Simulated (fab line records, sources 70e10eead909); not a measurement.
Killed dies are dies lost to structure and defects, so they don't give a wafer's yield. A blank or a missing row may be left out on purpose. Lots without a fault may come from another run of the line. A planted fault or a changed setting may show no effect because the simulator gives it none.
Which tool did it? | flow nand_harc | 12 lots, 36 wafers sampled, at 5 steps of a route of 1302

WHAT THE GAUGES READ, wafer by wafer
NHARC_A_SGD_CUT_OVL_MEAS_10. Usual: overlay_x_nm -0.1 nm, standard deviation 0.87; overlay_y_nm 0.0 nm, standard deviation 1.1.
lot  | measured     | on         | overlay_x_nm (nm) | overlay_y_nm (nm) | flag
L355 | day 19 01:46 | overlay-01 | -1.4 -1.1 -1.6    | -1.2 -0.7 -1.0    |
L357 | day 19 21:24 | overlay-02 | 0.0 -0.4 -0.3     | -1.1 -1.2 -0.8    |
L358 | day 20 10:25 | overlay-02 | 1.1 0.4 0.6       | -0.2 -0.7 -0.6    |
L359 | day 21 01:26 | overlay-02 | 0.5 1.3 0.4       | 0.5 0.5 0.9       |
L362 | day 22 14:55 | overlay-01 | -0.9 -1.2 -1.0    | -0.8 -0.6 -0.2    |
L366 | day 24 01:35 | overlay-02 | -0.3 -0.6 -0.3    | 0.2 -0.1 0.4      |
L368 | day 24 02:47 | overlay-01 | 0.8 1.0 1.2       | 0.8 1.0 0.9       |
L371 | day 26 00:02 | overlay-01 | -0.3 0.1 0.6      | 0.1 0.1 0.1       |
L374 | day 27 03:30 | overlay-02 | -1.1 -1.5 -1.6    | -1.2 -1.0 -1.1    |
L375 | day 27 13:06 | overlay-01 | 0.6 0.8 1.1       | -1.0 -0.8 -0.7    |
L377 | day 27 22:58 | overlay-02 | -0.1 0.4 -0.2     | -1.1 -1.3 -0.8    |
L378 | day 29 16:39 | overlay-01 | -0.7 -1.3 -1.1    | -0.8 -0.5 -0.5    |

NHARC_A_SLIT_OVL_MEAS_10. Usual: overlay_x_nm 0.0 nm, standard deviation 0.95; overlay_y_nm 0.2 nm, standard deviation 0.77.
lot  | measured     | on         | overlay_x_nm (nm) | overlay_y_nm (nm) | flag
L355 | day 19 13:47 | overlay-01 | -0.3 -0.2 0.0     | -0.1 0.5 -0.2     |
L357 | day 20 09:17 | overlay-01 | -0.3 -0.7 -0.1    | 0.9 0.9 1.1       |
L358 | day 20 23:16 | overlay-01 | 1.0 1.0 0.5       | 0.5 -0.2 0.5      |
L359 | day 21 19:35 | overlay-02 | -0.2 0.1 0.3      | 0.4 -0.1 -0.1     |
L362 | day 23 02:50 | overlay-01 | -2.0 -2.1 -2.3    | 0.3 -0.5 -0.3     |
L366 | day 24 16:28 | overlay-01 | -0.9 -0.9 -0.9    | -1.0 -0.6 -0.8    |
L368 | day 24 14:53 | overlay-02 | 0.8 0.9 0.7       | -0.3 -0.5 0.0     |
L371 | day 26 13:14 | overlay-01 | 0.9 0.3 0.9       | 0.0 0.0 0.3       |
L374 | day 27 19:55 | overlay-01 | 1.0 1.1 1.2       | 1.1 1.0 0.5       |
L375 | day 28 00:41 | overlay-02 | 0.7 0.2 -0.1      | 0.6 0.5 0.0       |
L377 | day 28 10:40 | overlay-01 | -0.7 -1.0 -1.0    | -0.4 -0.6 -0.5    |
L378 | day 30 08:23 | overlay-01 | 0.6 0.6 0.4       | -0.6 -0.5 -0.3    |

NHARC_END_SORT_01. Usual: killed_at_array 56, standard deviation 17; killed_at_other 1.2, standard deviation 1.4; killed_at_periphery 4, standard deviation 3.2; killed_dies 61, standard deviation 16; killed_open 3.6, standard deviation 2.1; killed_short 2.7, standard deviation 1.8.
lot  | measured     | on        | killed_at_array | killed_at_other | killed_at_periphery | killed_dies | killed_open | killed_short | flag
L355 | day 24 09:07 | prober-01 | 41 40 40        | 0 0 0           | 8 3 6               | 49 43 46    | 3 3 5       | 2 0 5        |
L357 | day 24 18:47 | prober-02 | 76 57 76        | 0 1 0           | 0 1 2               | 76 59 78    | 2 0 5       | 8 1 1        |
L358 | day 25 17:55 | prober-02 | 58 45 40        | 2 2 4           | 3 4 4               | 63 51 48    | 2 2 4       | 5 2 3        |
L359 | day 26 11:51 | prober-01 | 60 71 74        | 0 0 0           | 4 3 2               | 64 74 76    | 3 6 4       | 2 1 5        |
L362 | day 27 18:38 | prober-01 | 52 46 45        | 0 1 0           | 1 6 7               | 53 53 52    | 5 8 6       | 4 3 4        |
L366 | day 29 12:08 | prober-01 | 74 661 77       | 0 2 0           | 4 3 2               | 78 666 79   | 5 1 4       | 3 3 2        | OFF
L368 | day 29 12:07 | prober-02 | 633 663 35      | 2 1 2           | 2 5 7               | 637 669 44  | 3 3 3       | 2 6 3        | OFF
L371 | day 31 02:25 | prober-02 | 69 66 81        | 5 3 1           | 1 4 2               | 75 73 84    | 0 2 4       | 0 2 2        |
L374 | day 32 21:46 | prober-02 | 43 28 27        | 0 0 0           | 3 4 1               | 46 32 28    | 6 2 1       | 3 0 0        |
L375 | day 32 20:02 | prober-01 | 87 82 85        | 2 3 0           | 1 1 3               | 90 86 88    | 2 2 3       | 1 2 2        |
L377 | day 33 03:02 | prober-01 | 69 55 55        | 3 2 1           | 11 8 8              | 83 65 64    | 12 2 2      | 4 4 3        |
L378 | day 35 05:52 | prober-02 | 46 40 60        | 6 1 2           | 16 9 10             | 68 50 72    | 3 3 4       | 2 2 3        |

WHICH TOOL RAN EACH LOT (tool, then ch and the chambers of the sampled wafers, then the start)
lot  | NHARC_A_SGD_CUT_CMP_21        | NHARC_A_SLIT_ETCH_24
L355 | cmp-02 ch 0,1,2, day 19 08:12 | rie_diel-10 ch 1,2,3, day 19 13:59
L357 | cmp-02 ch 1,2,3, day 20 03:20 | rie_diel-09 ch 0,2,3, day 20 09:28
L358 | cmp-04 ch 0,1,2, day 20 17:19 | rie_diel-05 ch 0,1,2, day 20 23:26
L359 | cmp-04 ch 0,1,3, day 21 07:25 | rie_diel-05 ch 0,2,3, day 21 19:47
L362 | cmp-02 ch 0,1, day 22 20:49   | rie_diel-05 ch 0,1,2, day 23 03:02
L366 | cmp-01 ch 0,2,3, day 24 07:51 | rie_diel-10 ch 0,1,3, day 24 16:40
L368 | cmp-04 ch 1,2,3, day 24 07:51 | rie_diel-10 ch 0,1, day 24 15:04
L371 | cmp-02 ch 0,3, day 26 07:29   | rie_diel-09 ch 0,1,3, day 26 13:26
L374 | cmp-04 ch 0,1,2, day 27 09:22 | rie_diel-05 ch 0,3, day 27 20:06
L375 | cmp-04 ch 1,2,3, day 27 19:02 | rie_diel-05 ch 0,1,3, day 28 00:52
L377 | cmp-01 ch 0,1,2, day 28 05:00 | rie_diel-10 ch 1,2,3, day 28 10:52
L378 | cmp-02 ch 0,1,2, day 29 22:56 | rie_diel-10 ch 1,2,3, day 30 08:35
- NHARC_A_SGD_CUT_CMP_21: polishes, target thk 148.19 nm.
- NHARC_A_SLIT_ETCH_24: etches the open film in CF4/CHF3, target depth 121 nm, time 60.5 s.

WHAT THE TOOLS THEMSELVES READ (means of the sampled wafers that have a number; where no wafer has one, the mark that the record gives instead)
NHARC_A_SGD_CUT_CMP_21. Usual: edge_zone_pressure_frac 0.999, standard deviation 0.0052; motor_current_A 12.5 A, standard deviation 0.95; retaining_ring_pressure_frac 1.000, standard deviation 0.0052; time_to_endpoint_s 51 s, standard deviation 3.2.
lot  | tool   | edge_zone_pressure_frac | motor_current_A (A) | retaining_ring_pressure_frac | time_to_endpoint_s (s) | flag
L355 | cmp-02 | 1.004                   | 12.1                | 1.005                        | 52                     |
L357 | cmp-02 | 0.998                   | 11.7                | 1.004                        | 51                     |
L358 | cmp-04 | 0.995                   | 12.6                | 0.994                        | 49                     |
L359 | cmp-04 | 1.001                   | 12.4                | 0.999                        | 54                     |
L362 | cmp-02 | 1.000                   | 12.9                | 0.997                        | 49                     |
L366 | cmp-01 | 1.000                   | 12.9                | 1.004                        | 57                     |
L368 | cmp-04 | 1.001                   | 12.8                | 0.997                        | 53                     |
L371 | cmp-02 | 1.000                   | 12.8                | 1.002                        | 49                     |
L374 | cmp-04 | 0.998                   | 12.5                | 0.992                        | 49                     |
L375 | cmp-04 | 0.998                   | 12.3                | 1.004                        | 52                     |
L377 | cmp-01 | 0.996                   | 12.3                | 1.000                        | 50                     |
L378 | cmp-02 | 0.995                   | 12.6                | 0.996                        | 51                     |

NHARC_A_SLIT_ETCH_24. Usual: bias_w 199.9 W, standard deviation 0.55; drypump_motor_current_A 5.5 A, standard deviation 0.56; mfc_ar_sccm 0.005 sccm, standard deviation 0.0072; oes_product_au 0.961 a.u., standard deviation 0.02; rf_vpp_V 370.4 V, standard deviation 1.8; showerhead_plenum_p_Torr 1.57 Torr, standard deviation 0.049; throttle_valve_pct 16.802 %, standard deviation 0.0098.
lot  | tool        | bias_w (W) | drypump_motor_current_A (A) | mfc_ar_sccm (sccm) | oes_product_au (a.u.) | rf_vpp_V (V) | showerhead_plenum_p_Torr (Torr) | throttle_valve_pct (%) | flag
L355 | rie_diel-10 | 200.0      | 5.1                         | 0.000              | 0.972                 | 372.0        | 1.59                            | 16.803                 |
L357 | rie_diel-09 | 200.1      | 5.6                         | 0.011              | 0.975                 | 368.7        | 1.54                            | 16.802                 |
L358 | rie_diel-05 | 200.0      | 6.0                         | 0.000              | 0.977                 | 370.3        | 1.59                            | 16.802                 |
L359 | rie_diel-05 | 200.2      | 6.3                         | 0.007              | 0.972                 | 370.6        | 1.57                            | 16.792                 |
L362 | rie_diel-05 | 199.4      | 6.0                         | 0.000              | 0.979                 | 371.1        | 1.59                            | 16.806                 |
L366 | rie_diel-10 | 199.4      | 5.1                         | 0.002              | 0.912                 | 369.6        | 1.54                            | 16.796                 |
L368 | rie_diel-10 | 200.1      | 5.2                         | 0.004              | 0.872                 | 368.7        | 1.50                            | 16.803                 | OFF
L371 | rie_diel-09 | 199.9      | 5.4                         | 0.015              | 0.967                 | 370.3        | 1.57                            | 16.796                 |
L374 | rie_diel-05 | 200.1      | 6.5                         | 0.013              | 0.936                 | 368.3        | 1.52                            | 16.804                 |
L375 | rie_diel-05 | 199.5      | 6.2                         | 0.007              | 0.952                 | 369.7        | 1.55                            | 16.812                 |
L377 | rie_diel-10 | 199.6      | 5.0                         | 0.000              | 0.963                 | 370.9        | 1.59                            | 16.801                 |
L378 | rie_diel-10 | 199.8      | 5.0                         | 0.000              | 0.932                 | 370.7        | 1.59                            | 16.796                 |

THE ANSWER, worked out from the rows above alone
Rule: a lot is off if the mean of its wafers that have a number lies more than 3 standard deviations from the usual mean. A lot without any number at a reading at which 4 lots or more have one is off too. The other lots that the step has rows for count as sound. The gauges are gone through in route order, then the tools' own readings, and for those a lot's mean is taken as printed above. The first step at which some lot is off is used, and at that step the reading that is off furthest; a lot without a number counts as furthest.
Off: L366, L368, at NHARC_END_SORT_01 (killed_dies).
A tool fits if, at a process step before that reading, it ran every lot that is off, and no sound lot after the first of them. The gauges at NHARC_END_SORT_01 are tried like those tools. None of those tried fits.

WHAT THE SIMULATOR HAD PUT IN
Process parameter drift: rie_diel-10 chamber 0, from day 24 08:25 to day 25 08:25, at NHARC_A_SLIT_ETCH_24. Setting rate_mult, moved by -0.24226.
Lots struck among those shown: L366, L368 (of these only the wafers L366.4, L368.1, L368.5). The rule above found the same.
